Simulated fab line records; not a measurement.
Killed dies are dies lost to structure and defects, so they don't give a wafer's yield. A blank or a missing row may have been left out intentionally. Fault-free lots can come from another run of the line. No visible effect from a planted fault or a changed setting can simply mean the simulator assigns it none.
fab line records + flow n5Finfet
record
- lots=7
- wafers=21
- lastDay=19
route steps=1938 shown BEOL_M5@1149
lots untouched by any fault: they come from a run of this same line in which no faults occurred
startH: the number of hours between the record's first day and the start of the first shown wafer of the lot + waitH: hours since the lot's step before + " identical to the entry in the row above + L1.1+2: a single row standing in for several wafers + - no value, or no start given + * or withheld: withheld + < > ~ a bound
route shown NAME@n: NAME is a module with steps in the file, n the number in the route of the first one + usual: mean/standard deviation taken from wafers without a fault + same: alike in all rows + chamber/n: place in a boat + sites: per-site readings + _std_site: standard deviation across them + _edge_site: outer sites' mean less inner sites' + radiusMm: how far each site lies from the wafer's centre + mask NAME#n: copy n + behind: the most recent tool/chamber to have shaped the wafer + hold: why the lot went on hold/how many hours it stayed there/how the hold came to an end + device: transistor that didn't switch, given as n, p or np + end of line: tests of these same wafers at the route's end + where a step has no rows: the recipe by itself + killed: the dies lost at the first sort to structure and to defects; this is not the yield of the wafer + map: the dies of a wafer, with x for killed, . for not killed, _ for no die there
set.NAME: the run value of the setting; set.NAME@STEP: its run value at that earlier step + model.NAME: the simulator's own value behind a step, which no gauge read
lots at some steps of the route; a table a step, a row a wafer
services: the hour from which a tool's chamber was out of use, counted from the record's first day as startH (under 0 if before that day), plus the number of hours and why
## steps
# step N5_BEOL_M5_OVL_MEAS_29
# recipe
- pointsPerWafer=522
# usual
- V4_OVL=-0.1/0.79
| lot.wafer | tool       | chamber | startH | waitH | V4_OVL[nm] |
|-----------|------------|---------|--------|-------|------------|
| L556.1    | overlay-01 | 0       | 245.95 | 0.0   | -0.9       |
| L556.4    | "          | 0       | "      | "     | -0.8       |
| L556.5    | "          | 0       | "      | "     | -0.6       |
| L558.1    | overlay-01 | 0       | 268.62 | 0.0   | 0.1        |
| L558.3    | "          | 0       | "      | "     | -1.0       |
| L558.6    | "          | 0       | "      | "     | -1.2       |
| L567.1    | overlay-01 | 0       | 316.29 | 0.0   | 1.1        |
| L567.4    | "          | 0       | "      | "     | 0.9        |
| L567.6    | "          | 0       | "      | "     | 1.7        |
| L568.1    | overlay-02 | 0       | 319.31 | 0.0   | -0.4       |
| L568.3    | "          | 0       | "      | "     | -1.2       |
| L568.5    | "          | 0       | "      | "     | -1.0       |
| L569.1    | overlay-02 | 0       | 334.97 | 0.0   | -0.3       |
| L569.3    | "          | 0       | "      | "     | -1.1       |
| L569.4    | "          | 0       | "      | "     | -1.1       |
| L566.1    | overlay-02 | 0       | 342.64 | 0.0   | 0.7        |
| L566.4    | "          | 0       | "      | "     | 0.8        |
| L566.5    | "          | 0       | "      | "     | 0.0        |
| L575.2    | overlay-02 | 0       | 355.39 | 0.0   | -0.3       |
| L575.3    | "          | 0       | "      | "     | 0.4        |
| L575.4    | "          | 0       | "      | "     | 0.0        |
# step N5_BEOL_M5_INSPECT_30
# recipe
- mode=adi
- inspectInstrument=brightfield
# usual
- rawDefectCount=388/100
| lot.wafer | tool             | chamber | startH | waitH | rawDefectCount |
|-----------|------------------|---------|--------|-------|----------------|
| L556.1    | defectInspect-02 | -       | 246.01 | 0.1   | 372            |
| L556.4    | "                | -       | "      | "     | 524            |
| L556.5    | "                | -       | "      | "     | 501            |
| L558.1    | defectInspect-01 | -       | 268.68 | 0.1   | 387            |
| L558.3    | "                | -       | "      | "     | 393            |
| L558.6    | "                | -       | "      | "     | 426            |
| L567.1    | defectInspect-01 | -       | 316.35 | 0.1   | 409            |
| L567.4    | "                | -       | "      | "     | 341            |
| L567.6    | "                | -       | "      | "     | 469            |
| L568.1    | defectInspect-01 | -       | 319.37 | 0.1   | 469            |
| L568.3    | "                | -       | "      | "     | 265            |
| L568.5    | "                | -       | "      | "     | 300            |
| L569.1    | defectInspect-01 | -       | 335.03 | 0.1   | 519            |
| L569.3    | "                | -       | "      | "     | 364            |
| L569.4    | "                | -       | "      | "     | 348            |
| L566.1    | defectInspect-01 | -       | 342.70 | 0.1   | 355            |
| L566.4    | "                | -       | "      | "     | 482            |
| L566.5    | "                | -       | "      | "     | 410            |
| L575.2    | defectInspect-01 | -       | 355.45 | 0.0   | 414            |
| L575.3    | "                | -       | "      | "     | 473            |
| L575.4    | "                | -       | "      | "     | 369            |
# step N5_BEOL_M5_DESCUM_33
# recipe
- chemistry=O2
- timeS=7
- sourcePowerW=50
- biasPowerW=20
- pressureMtorr=20
- rfFrequencyHz=2.712e+07
- tempC=40
- resist=CAR-EUV
- o2FlowSccm=225
# usual
- drypumpMotorCurrentA=5.4/0.38
- oesProductAu=0.78/0.1
- rfVppV=242.8/1.5
- showerheadPlenumPTorr=2.07/0.077
- throttleValvePct=20.49/0.27
| lot.wafer | tool       | chamber | startH | waitH | drypumpMotorCurrentA | oesProductAu | rfHoursCounterH | rfVppV | showerheadPlenumPTorr | throttleValvePct |
|-----------|------------|---------|--------|-------|----------------------|--------------|-----------------|--------|-----------------------|------------------|
| L556.1    | rieDiel-04 | 2       | 246.04 | 0.0   | 5.2                  | 0.72         | 180             | 244.6  | 2.18                  | 20.59            |
| L556.4    | "          | 3       | "      | "     | 5.7                  | 0.66         | 245             | 242.0  | 2.06                  | 20.63            |
| L556.5    | "          | 2       | "      | "     | 5.2                  | 0.71         | -               | 243.7  | 2.18                  | 20.58            |
| L558.1    | rieDiel-06 | 3       | 268.92 | 0.2   | 5.4                  | 0.71         | 192             | 239.9  | 2.01                  | 20.96            |
| L558.3    | "          | 1       | "      | "     | 5.7                  | 0.71         | 220             | 240.5  | 1.98                  | 20.36            |
| L558.6    | "          | 3       | "      | "     | 5.4                  | 0.72         | -               | 243.0  | 2.01                  | 20.97            |
| L567.1    | rieDiel-06 | 1       | 316.94 | 0.6   | 5.7                  | 0.70         | 236             | 241.1  | 1.98                  | 20.40            |
| L567.4    | "          | 0       | "      | "     | 5.0                  | 0.81         | 63              | 241.8  | 2.05                  | 20.33            |
| L567.6    | "          | 3       | "      | "     | 5.3                  | 0.71         | -               | 242.6  | 2.01                  | 21.00            |
| L568.1    | rieDiel-06 | 3       | 319.52 | 0.1   | 5.4                  | 0.71         | 210             | 240.6  | 2.01                  | 20.97            |
| L568.3    | "          | 0       | "      | "     | 4.9                  | 0.82         | 64              | 242.6  | 2.05                  | 20.33            |
| L568.5    | "          | 0       | "      | "     | 4.9                  | 0.81         | -               | 241.7  | 2.05                  | 20.34            |
| L569.1    | rieDiel-04 | 2       | 335.69 | 0.7   | 5.3                  | 0.70         | 212             | 244.8  | 2.17                  | 20.63            |
| L569.3    | "          | 1       | "      | "     | 6.3                  | 0.91         | 20              | 245.7  | 2.23                  | 20.24            |
| L569.4    | "          | 0       | "      | "     | 5.8                  | 0.86         | 65              | 242.8  | 2.06                  | 20.36            |
| L566.1    | rieDiel-06 | 1       | 343.68 | 1.0   | 5.6                  | 0.70         | 249             | 242.3  | 1.97                  | 20.42            |
| L566.4    | "          | 0       | "      | "     | 4.9                  | 0.80         | -               | 243.5  | 2.05                  | 20.34            |
| L566.5    | "          | 1       | "      | "     | 5.6                  | 0.70         | -               | 242.6  | 1.97                  | 20.41            |
| L575.2    | rieDiel-04 | 2       | 355.48 | 0.0   | 5.2                  | 0.69         | 218             | 245.1  | 2.17                  | 20.63            |
| L575.3    | "          | 3       | "      | "     | 5.6                  | 0.94         | 9               | 243.7  | 2.05                  | 20.21            |
| L575.4    | "          | 1       | "      | "     | 6.3                  | 0.91         | 25              | 245.5  | 2.23                  | 20.24            |
# step N5_BEOL_M5_ETCH_75
# recipe
- chemistry=N2/H2
- target=underlayer
- targetDepthA=65
- maskMaterial=CAR-EUV
- timeS=5.2
- ionEnergyEv=200
- pressureMtorr=30
- sourceW=840
- biasW=150
- n2FlowSccm=200
- h2FlowSccm=200
- ends=cleared
# usual
- drypumpMotorCurrentA=5.5/0.38
- etchRfOnTimeS=5.18/0.15
- oesProductAu=0.67/0.086
- rfFwdPowerW=819.3/2.8
- rfVppV=523/3
- showerheadPlenumPTorr=2.51/0.1
- throttleValvePct=17.88/0.24
| lot.wafer | tool       | chamber | startH | waitH | drypumpMotorCurrentA | etchRfOnTimeS | oesProductAu | rfFwdPowerW | rfHoursCounterH | rfVppV | showerheadPlenumPTorr | throttleValvePct |
|-----------|------------|---------|--------|-------|----------------------|---------------|--------------|-------------|-----------------|--------|-----------------------|------------------|
| L556.1    | rieDiel-04 | 2       | 246.08 | 0.0   | 5.2                  | 5.42          | 0.61         | 815.6       | 180             | 525    | 2.66                  | 18.11            |
| L556.4    | "          | 3       | "      | "     | 5.6                  | 5.10          | 0.58         | 818.8       | 245             | 523    | 2.50                  | 18.13            |
| L556.5    | "          | 2       | "      | "     | 5.2                  | 5.45          | 0.60         | 819.9       | -               | 526    | 2.66                  | 18.14            |
| L558.1    | rieDiel-06 | 3       | 268.96 | 0.0   | 5.3                  | 5.25          | 0.61         | 820.3       | 192             | 519    | 2.42                  | 18.17            |
| L558.3    | "          | 1       | "      | "     | 5.7                  | 4.97          | 0.63         | 818.9       | 220             | 520    | 2.40                  | 17.71            |
| L558.6    | "          | 3       | "      | "     | 5.4                  | 5.20          | 0.62         | 815.3       | -               | 519    | 2.42                  | 18.18            |
| L567.1    | rieDiel-06 | 1       | 316.97 | 0.0   | 5.7                  | 5.05          | 0.61         | 818.7       | 236             | 520    | 2.39                  | 17.73            |
| L567.4    | "          | 0       | "      | "     | 4.9                  | 5.40          | 0.68         | 819.8       | 63              | 522    | 2.48                  | 17.66            |
| L567.6    | "          | 3       | "      | "     | 5.4                  | 5.24          | 0.60         | 822.1       | -               | 521    | 2.42                  | 18.18            |
| L568.1    | rieDiel-06 | 3       | 319.55 | 0.0   | 5.4                  | 5.25          | 0.61         | 820.2       | 210             | 519    | 2.42                  | 18.19            |
| L568.3    | "          | 0       | "      | "     | 4.9                  | 5.36          | 0.69         | 820.0       | 64              | 522    | 2.48                  | 17.63            |
| L568.5    | "          | 0       | "      | "     | 4.9                  | 5.46          | 0.67         | 819.4       | -               | 520    | 2.48                  | 17.64            |
| L569.1    | rieDiel-04 | 2       | 335.72 | 0.0   | 5.2                  | 5.39          | 0.60         | 820.2       | 212             | 526    | 2.64                  | 18.18            |
| L569.3    | "          | 1       | "      | "     | 6.2                  | 4.96          | 0.79         | 821.5       | 20              | 528    | 2.71                  | 17.78            |
| L569.4    | "          | 0       | "      | "     | 5.8                  | 5.14          | 0.73         | 822.8       | 65              | 521    | 2.48                  | 17.67            |
| L566.1    | rieDiel-06 | 1       | 343.72 | 0.0   | 5.6                  | 5.03          | 0.61         | 817.1       | 249             | 518    | 2.39                  | 17.72            |
| L566.4    | "          | 0       | "      | "     | 4.9                  | 5.38          | 0.68         | 818.9       | -               | 520    | 2.47                  | 17.67            |
| L566.5    | "          | 1       | "      | "     | 5.7                  | 5.05          | 0.61         | 821.1       | -               | 519    | 2.39                  | 17.75            |
| L575.2    | rieDiel-04 | 2       | 355.51 | 0.0   | 5.2                  | 5.47          | 0.58         | 816.1       | 218             | 526    | 2.64                  | 18.17            |
| L575.3    | "          | 3       | "      | "     | 5.7                  | 5.06          | 0.82         | 815.9       | 9               | 522    | 2.49                  | 17.68            |
| L575.4    | "          | 1       | "      | "     | 6.3                  | 5.05          | 0.78         | 813.6       | 25              | 528    | 2.71                  | 17.77            |
# step N5_BEOL_M5_ETCH_67
# recipe
- chemistry=CF4
- target=SiARC
- targetDepthA=156
- maskMaterial=CAR-EUV
- timeS=26
- ionEnergyEv=80
- pressureMtorr=40
- sourceW=545
- biasW=36
- Ar_flow_sccm=100
- cf4FlowSccm=100
- ends=cleared
# step N5_BEOL_M5_ETCH_68
# recipe
- chemistry=N2/H2
- target=SOC
- targetDepthA=800
- overetchA=160
- maskMaterial=SiARC
- tempC=40
- timeS=120
- ionEnergyEv=200
- pressureMtorr=30
- sourceW=840
- biasW=150
- n2FlowSccm=200
- h2FlowSccm=200
# usual
- drypumpMotorCurrentA=5.4/0.38
- oesProductAu=0.60/0.073
- rfFwdPowerW=836.2/2.5
- rfVppV=523.0/2.8
- showerheadPlenumPTorr=2.51/0.1
- throttleValvePct=17.84/0.24
| lot.wafer | tool       | chamber | startH | waitH | drypumpMotorCurrentA | oesProductAu | rfFwdPowerW | rfHoursCounterH | rfVppV | showerheadPlenumPTorr | throttleValvePct |
|-----------|------------|---------|--------|-------|----------------------|--------------|-------------|-----------------|--------|-----------------------|------------------|
| L556.1    | rieDiel-04 | 2       | 246.12 | 0.0   | 5.2                  | 0.56         | 835.8       | 180             | 525.9  | 2.66                  | 18.09            |
| L556.4    | "          | 3       | "      | "     | 5.7                  | 0.51         | 833.8       | 245             | 523.0  | 2.50                  | 18.09            |
| L556.5    | "          | 2       | "      | "     | 5.2                  | 0.57         | 833.7       | -               | 526.6  | 2.66                  | 18.09            |
| L558.1    | rieDiel-06 | 3       | 269.00 | 0.0   | 5.4                  | 0.55         | 836.1       | 192             | 519.8  | 2.42                  | 18.11            |
| L558.3    | "          | 1       | "      | "     | 5.7                  | 0.55         | 831.4       | 220             | 521.3  | 2.40                  | 17.66            |
| L558.6    | "          | 3       | "      | "     | 5.4                  | 0.55         | 837.8       | -               | 520.6  | 2.42                  | 18.13            |
| L567.1    | rieDiel-06 | 1       | 317.02 | 0.0   | 5.7                  | 0.54         | 836.1       | 236             | 521.6  | 2.39                  | 17.67            |
| L567.4    | "          | 0       | "      | "     | 4.9                  | 0.63         | 833.8       | 63              | 523.0  | 2.48                  | 17.61            |
| L567.6    | "          | 3       | "      | "     | 5.4                  | 0.55         | 838.6       | -               | 520.3  | 2.42                  | 18.14            |
| L568.1    | rieDiel-06 | 3       | 319.60 | 0.0   | 5.4                  | 0.54         | 836.7       | 210             | 520.4  | 2.42                  | 18.16            |
| L568.3    | "          | 0       | "      | "     | 4.9                  | 0.63         | 835.0       | 64              | 523.4  | 2.48                  | 17.58            |
| L568.5    | "          | 0       | "      | "     | 4.9                  | 0.63         | 837.8       | -               | 522.2  | 2.48                  | 17.59            |
| L569.1    | rieDiel-04 | 2       | 335.76 | 0.0   | 5.3                  | 0.54         | 837.0       | 212             | 526.4  | 2.64                  | 18.13            |
| L569.3    | "          | 1       | "      | "     | 6.3                  | 0.69         | 832.0       | 20              | 526.9  | 2.71                  | 17.75            |
| L569.4    | "          | 0       | "      | "     | 5.8                  | 0.65         | 835.5       | 65              | 522.3  | 2.48                  | 17.61            |
| L566.1    | rieDiel-06 | 1       | 343.76 | 0.0   | 5.6                  | 0.54         | 834.9       | 249             | 520.6  | 2.39                  | 17.72            |
| L566.4    | "          | 0       | "      | "     | 4.9                  | 0.62         | 838.7       | -               | 523.1  | 2.47                  | 17.64            |
| L566.5    | "          | 1       | "      | "     | 5.6                  | 0.54         | 838.2       | -               | 519.1  | 2.39                  | 17.71            |
| L575.2    | rieDiel-04 | 2       | 355.56 | 0.0   | 5.2                  | 0.53         | 833.5       | 218             | 526.7  | 2.64                  | 18.15            |
| L575.3    | "          | 3       | "      | "     | 5.7                  | 0.72         | 834.9       | 9               | 522.4  | 2.49                  | 17.64            |
| L575.4    | "          | 1       | "      | "     | 6.2                  | 0.69         | 839.7       | 25              | 527.7  | 2.71                  | 17.76            |
# step N5_BEOL_M5_STRIP_69
# recipe
- chemistry=N2/H2
- tempC=40
- n2FlowSccm=200
- h2FlowSccm=200
- rfFrequencyHz=6e+07
# step N5_BEOL_M5_STRIP_76
# recipe
- chemistry=N2/H2
- tempC=40
- n2FlowSccm=200
- h2FlowSccm=200
- rfFrequencyHz=6e+07
# step N5_BEOL_M5_VIA_ETCH_34
# recipe
- chemistry=C4F6/O2
- target=SiCOH_lowk
- targetDepthA=883
- maskMaterial=SOC
- taperDeg=4
- timeS=39.2
- ionEnergyEv=250
- pressureMtorr=30
- sourceW=345
- biasW=185
- Ar_flow_sccm=300
- C4F6_flow_sccm=10
- O2_flow_sccm=10
# usual
- drypumpMotorCurrentA=5.4/0.38
- mfcArSccm=300.1/0.85
- oesProductAu=0.78/0.099
- rfFwdPowerW=341.6/1.3
- rfVppV=669/12
- showerheadPlenumPTorr=2.82/0.11
- throttleValvePct=20.90/0.24
| lot.wafer | tool       | chamber | startH | waitH | drypumpMotorCurrentA | mfcArSccm | oesProductAu | rfFwdPowerW | rfHoursCounterH | rfVppV | showerheadPlenumPTorr | throttleValvePct |
|-----------|------------|---------|--------|-------|----------------------|-----------|--------------|-------------|-----------------|--------|-----------------------|------------------|
| L556.1    | rieDiel-04 | 2       | 246.22 | 0.0   | 5.3                  | 299.7     | 0.72         | 341.9       | 180             | 680    | 2.97                  | 21.05            |
| L556.4    | "          | 3       | "      | "     | 5.7                  | 301.4     | 0.68         | 338.5       | 245             | 651    | 2.78                  | 20.95            |
| L556.5    | "          | 2       | "      | "     | 5.2                  | 300.0     | 0.71         | 341.2       | -               | 678    | 2.97                  | 21.06            |
| L558.1    | rieDiel-06 | 3       | 269.10 | 0.0   | 5.4                  | 300.2     | 0.72         | 341.2       | 192             | 673    | 2.72                  | 21.26            |
| L558.3    | "          | 1       | "      | "     | 5.6                  | 300.3     | 0.72         | 342.3       | 220             | 667    | 2.73                  | 20.94            |
| L558.6    | "          | 3       | "      | "     | 5.4                  | 300.0     | 0.72         | 342.2       | -               | 671    | 2.72                  | 21.24            |
| L567.1    | rieDiel-06 | 1       | 317.12 | 0.0   | 5.7                  | 300.2     | 0.71         | 341.1       | 236             | 668    | 2.72                  | 20.95            |
| L567.4    | "          | 0       | "      | "     | 4.9                  | 300.2     | 0.81         | 340.7       | 63              | 679    | 2.77                  | 20.65            |
| L567.6    | "          | 3       | "      | "     | 5.4                  | 299.4     | 0.71         | 342.4       | -               | 673    | 2.71                  | 21.28            |
| L568.1    | rieDiel-06 | 3       | 319.70 | 0.0   | 5.3                  | 300.0     | 0.71         | 341.6       | 210             | 671    | 2.71                  | 21.29            |
| L568.3    | "          | 0       | "      | "     | 4.9                  | 299.9     | 0.81         | 341.9       | 64              | 679    | 2.77                  | 20.66            |
| L568.5    | "          | 0       | "      | "     | 4.9                  | 298.1     | 0.81         | 342.5       | -               | 679    | 2.77                  | 20.66            |
| L569.1    | rieDiel-04 | 2       | 335.87 | 0.0   | 5.2                  | 300.7     | 0.69         | 342.9       | 212             | 679    | 2.95                  | 21.10            |
| L569.3    | "          | 1       | "      | "     | 6.3                  | 299.4     | 0.91         | 341.3       | 20              | 660    | 3.05                  | 20.82            |
| L569.4    | "          | 0       | "      | "     | 5.8                  | 298.1     | 0.86         | 340.5       | 66              | 645    | 2.78                  | 20.71            |
| L566.1    | rieDiel-06 | 1       | 343.86 | 0.0   | 5.6                  | 299.5     | 0.70         | 342.1       | 249             | 667    | 2.72                  | 20.98            |
| L566.4    | "          | 0       | "      | "     | 4.9                  | 300.2     | 0.80         | 343.5       | -               | 678    | 2.77                  | 20.66            |
| L566.5    | "          | 1       | "      | "     | 5.6                  | 300.3     | 0.70         | 340.9       | -               | 668    | 2.72                  | 20.97            |
| L575.2    | rieDiel-04 | 2       | 355.66 | 0.0   | 5.2                  | 299.2     | 0.69         | 339.1       | 218             | 679    | 2.95                  | 21.12            |
| L575.3    | "          | 3       | "      | "     | 5.6                  | 300.7     | 0.95         | 338.8       | 9               | 652    | 2.77                  | 20.58            |
| L575.4    | "          | 1       | "      | "     | 6.3                  | 299.8     | 0.90         | 342.8       | 25              | 659    | 3.04                  | 20.82            |
# step N5_BEOL_M5_STRIP_85
# recipe
- chemistry=C4F6/O2
- resist=SiARC
- rfFrequencyHz=6e+07
# step N5_BEOL_M5_STRIP_36
# recipe
- chemistry=N2/H2
- powerW=450
- tempC=40
- pressureMtorr=20
- rfFrequencyHz=6e+07
- overashFraction=0.3
- biasPowerW=7
- h2Frac=0.5
- n2FlowSccm=200
- h2FlowSccm=200
# usual
- drypumpMotorCurrentA=5.4/0.38
- oesProductAu=0.78/0.1
- rfVppV=59.0/1.5
- showerheadPlenumPTorr=2.51/0.1
- throttleValvePct=23.67/0.24
| lot.wafer | tool       | chamber | startH | waitH | drypumpMotorCurrentA | oesProductAu | rfHoursCounterH | rfVppV | showerheadPlenumPTorr | throttleValvePct |
|-----------|------------|---------|--------|-------|----------------------|--------------|-----------------|--------|-----------------------|------------------|
| L556.1    | rieDiel-04 | 2       | 246.27 | 0.0   | 5.3                  | 0.71         | 180             | 60.5   | 2.65                  | 23.99            |
| L556.4    | "          | 3       | "      | "     | 5.7                  | 0.66         | 245             | 59.5   | 2.50                  | 23.92            |
| L556.5    | "          | 2       | "      | "     | 5.2                  | 0.72         | -               | 60.7   | 2.65                  | 23.96            |
| L558.1    | rieDiel-06 | 3       | 269.15 | 0.0   | 5.3                  | 0.73         | 192             | 57.5   | 2.42                  | 23.89            |
| L558.3    | "          | 1       | "      | "     | 5.6                  | 0.71         | 220             | 59.0   | 2.39                  | 23.37            |
| L558.6    | "          | 3       | "      | "     | 5.4                  | 0.71         | -               | 58.4   | 2.42                  | 23.89            |
| L567.1    | rieDiel-06 | 1       | 317.17 | 0.0   | 5.6                  | 0.70         | 236             | 57.2   | 2.39                  | 23.41            |
| L567.4    | "          | 0       | "      | "     | 4.9                  | 0.82         | 63              | 59.0   | 2.47                  | 23.48            |
| L567.6    | "          | 3       | "      | "     | 5.4                  | 0.72         | -               | 58.4   | 2.41                  | 23.92            |
| L568.1    | rieDiel-06 | 3       | 319.74 | 0.0   | 5.3                  | 0.69         | 210             | 59.3   | 2.41                  | 23.92            |
| L568.3    | "          | 0       | "      | "     | 4.9                  | 0.82         | 64              | 58.0   | 2.47                  | 23.47            |
| L568.5    | "          | 0       | "      | "     | 4.9                  | 0.82         | -               | 59.2   | 2.47                  | 23.45            |
| L569.1    | rieDiel-04 | 2       | 335.91 | 0.0   | 5.3                  | 0.69         | 212             | 58.5   | 2.64                  | 24.03            |
| L569.3    | "          | 1       | "      | "     | 6.3                  | 0.91         | 20              | 58.8   | 2.71                  | 23.77            |
| L569.4    | "          | 0       | "      | "     | 5.8                  | 0.85         | 66              | 59.4   | 2.48                  | 23.50            |
| L566.1    | rieDiel-06 | 1       | 343.91 | 0.0   | 5.7                  | 0.70         | 249             | 60.2   | 2.38                  | 23.38            |
| L566.4    | "          | 0       | "      | "     | 4.9                  | 0.81         | -               | 57.4   | 2.47                  | 23.46            |
| L566.5    | "          | 1       | "      | "     | 5.7                  | 0.69         | -               | 60.6   | 2.38                  | 23.37            |
| L575.2    | rieDiel-04 | 2       | 355.71 | 0.0   | 5.2                  | 0.69         | 218             | 59.6   | 2.64                  | 24.04            |
| L575.3    | "          | 3       | "      | "     | 5.7                  | 0.94         | 9               | 58.6   | 2.49                  | 23.51            |
| L575.4    | "          | 1       | "      | "     | 6.3                  | 0.91         | 25              | 61.2   | 2.71                  | 23.77            |
# step N5_BEOL_M5_TRENCH_ETCH_37
# recipe
- chemistry=C4F6/O2
- targetDepthA=716.52
- target=SiCOH_lowk
- timeS=24.7
- ionEnergyEv=250
- pressureMtorr=30
- sourceW=345
- biasW=185
- Ar_flow_sccm=300
- C4F6_flow_sccm=10
- O2_flow_sccm=10
# step N5_BEOL_M5_ETCH_41
# recipe
- chemistry=CH3F/O2
- target=SiCN
- targetDepthA=315
- taperDeg=2
- timeS=56.7
- ionEnergyEv=120
- maskMaterial=TiN
- pressureMtorr=30
- sourceW=395
- biasW=75
- Ar_flow_sccm=150
- CH3F_flow_sccm=30
- O2_flow_sccm=20
# usual
- drypumpMotorCurrentA=5.4/0.38
- mfcArSccm=150.0/0.4
- oesProductAu=0.78/0.1
- rfFwdPowerW=391.8/1.3
- rfVppV=296.8/1.8
- showerheadPlenumPTorr=1.98/0.077
- throttleValvePct=16.35/0.25
| lot.wafer | tool       | chamber | startH | waitH | drypumpMotorCurrentA | mfcArSccm | oesProductAu | rfFwdPowerW | rfHoursCounterH | rfVppV | showerheadPlenumPTorr | throttleValvePct | model.etch.depthNm |
|-----------|------------|---------|--------|-------|----------------------|-----------|--------------|-------------|-----------------|--------|-----------------------|------------------|--------------------|
| L556.1    | rieDiel-04 | 2       | 246.34 | -     | 5.3                  | 149.1     | 0.72         | 391.5       | 180             | 299.6  | 2.09                  | 16.51            | 20.77              |
| L556.4    | "          | 3       | "      | "     | 5.6                  | 150.4     | 0.67         | 389.3       | 245             | 297.1  | 1.95                  | 16.49            | 21.64              |
| L556.5    | "          | 2       | "      | "     | 5.2                  | 150.5     | 0.71         | 391.6       | -               | 299.3  | 2.09                  | 16.50            | 20.82              |
| L558.1    | rieDiel-06 | 3       | 269.22 | -     | 5.3                  | 151.0     | 0.71         | 390.1       | 192             | 294.6  | 1.91                  | 16.73            | 21.07              |
| L558.3    | "          | 1       | "      | "     | 5.7                  | 149.9     | 0.71         | 393.1       | 220             | 294.6  | 1.91                  | 16.37            | 21.64              |
| L558.6    | "          | 3       | "      | "     | 5.4                  | 150.3     | 0.71         | 391.4       | -               | 295.9  | 1.91                  | 16.71            | 21.19              |
| L567.1    | rieDiel-06 | 1       | 317.23 | -     | 5.7                  | 149.9     | 0.71         | 390.9       | 236             | 294.2  | 1.91                  | 16.40            | 21.77              |
| L567.4    | "          | 0       | "      | "     | 4.9                  | 149.9     | 0.76         | 297.3       | 63              | 324.1  | 1.95                  | 16.10            | 18.86              |
| L567.6    | "          | 3       | "      | "     | 5.4                  | 149.4     | 0.70         | 392.6       | -               | 295.9  | 1.90                  | 16.75            | 21.25              |
| L568.1    | rieDiel-06 | 3       | 319.81 | -     | 5.3                  | 150.4     | 0.71         | 390.6       | 210             | 295.3  | 1.90                  | 16.76            | 21.61              |
| L568.3    | "          | 0       | "      | "     | 4.9                  | 149.8     | 0.77         | 297.3       | 64              | 323.7  | 1.95                  | 16.11            | 19.13              |
| L568.5    | "          | 0       | "      | "     | 4.9                  | 149.5     | 0.77         | 297.0       | -               | 323.2  | 1.95                  | 16.13            | 19.12              |
| L569.1    | rieDiel-04 | 2       | 335.98 | -     | 5.3                  | 149.8     | 0.69         | 392.2       | 212             | 298.4  | 2.08                  | 16.57            | 20.67              |
| L569.3    | "          | 1       | "      | "     | 6.3                  | 149.6     | 0.91         | 392.0       | 20              | 300.7  | 2.14                  | 16.17            | 21.93              |
| L569.4    | "          | 0       | "      | "     | 5.8                  | 150.9     | 0.85         | 389.6       | 66              | 297.1  | 1.96                  | 16.12            | 21.5               |
| L566.1    | rieDiel-06 | 1       | 343.98 | -     | 5.7                  | 149.8     | 0.70         | 391.2       | 249             | 295.1  | 1.90                  | 16.42            | 21.92              |
| L566.4    | "          | 0       | "      | "     | 4.9                  | 149.7     | 0.76         | 298.9       | -               | 323.1  | 1.94                  | 16.14            | 19.24              |
| L566.5    | "          | 1       | "      | "     | 5.6                  | 150.8     | 0.71         | 391.7       | -               | 294.2  | 1.90                  | 16.43            | 21.94              |
| L575.2    | rieDiel-04 | 2       | 355.77 | -     | 5.2                  | 150.2     | 0.68         | 390.0       | 218             | 297.0  | 2.08                  | 16.57            | 20.56              |
| L575.3    | "          | 3       | "      | "     | 5.7                  | 149.7     | 0.95         | 389.2       | 9               | 296.0  | 1.94                  | 16.01            | 21.69              |
| L575.4    | "          | 1       | "      | "     | 6.3                  | 149.7     | 0.90         | 391.1       | 25              | 300.3  | 2.14                  | 16.18            | 21.74              |
# step N5_BEOL_M5_STRIP_91
# recipe
- chemistry=N2/H2
- timeS=10
- powerW=450
- tempC=40
- pressureMtorr=20
- rfFrequencyHz=6e+07
- biasPowerW=7
- n2FlowSccm=200
- h2FlowSccm=200
## services
| tool       | chamber | startH | hours | kind                         |
|------------|---------|--------|-------|------------------------------|
| rieDiel-06 | 2       | 226.76 | 7.4   | repair                       |
| rieDiel-04 | 3       | 236.60 | 5.9   | repair                       |
| rieDiel-04 | 1       | 265.95 | -     | clean                        |
| rieDiel-04 | 1       | 265.95 | -     | consumableReplace:focusRing  |
| rieDiel-04 | 1       | 265.95 | -     | consumableReplace:showerhead |
| rieDiel-04 | 1       | 265.95 | 20.5  | scheduledDown                |
| rieDiel-04 | 1       | 265.95 | 20.5  | ventCycle                    |
| rieDiel-04 | 3       | 294.15 | 6.5   | repair                       |
| rieDiel-04 | 3       | 300.66 | -     | clean                        |
| rieDiel-04 | 3       | 300.66 | -     | consumableReplace:focusRing  |
| rieDiel-06 | 2       | 324.33 | -     | clean                        |
| rieDiel-06 | 2       | 324.33 | -     | consumableReplace:focusRing  |
| rieDiel-06 | 2       | 324.33 | 21.0  | scheduledDown                |
| rieDiel-06 | 2       | 324.33 | 21.0  | ventCycle                    |
| rieDiel-06 | 3       | 331.95 | 2.6   | repair                       |
| rieDiel-04 | -       | 336.59 | 4.8   | repair                       |
| rieDiel-06 | -       | 338.02 | 0.6   | repair                       |
| rieDiel-06 | 1       | 345.30 | -     | clean                        |
| rieDiel-06 | 1       | 345.30 | -     | consumableReplace:focusRing  |
| rieDiel-06 | 1       | 345.30 | -     | consumableReplace:showerhead |
| rieDiel-06 | 1       | 345.30 | 15.0  | scheduledDown                |
| rieDiel-06 | 1       | 345.30 | 15.0  | ventCycle                    |
| rieDiel-06 | 0       | 347.58 | 3.7   | repair                       |
| rieDiel-06 | -       | 354.64 | 4.3   | pm                           |
## key
firstSign
- step=N5_BEOL_M5_ETCH_41
- reading=rfFwdPowerW
- direction=down
- sigmas=71
- usual=*
- struck=*
effect
- step=N5_BEOL_M5_ETCH_41
- reading=rfVppV
- direction=up
- sigmas=15
- usual=296.8
- struck=323.5
modelEffect
- step=N5_BEOL_M5_ETCH_41
- value=etch.depthNm
- without=21.15
- struck=19.09
metAt N5_BEOL_M5_ETCH_41
struckWafers L566.4,L567.4,L568.3,L568.5
fault
- kind=processParameterDrift
- tool=rieDiel-06
- chamber=0
- onsetH=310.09
- steps=N5_BEOL_M5_ETCH_41
- channel=sourceW
- offset=-94.8
- shape=step
- endH=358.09
- actsIn=theseRecipesOnly
- stated=395
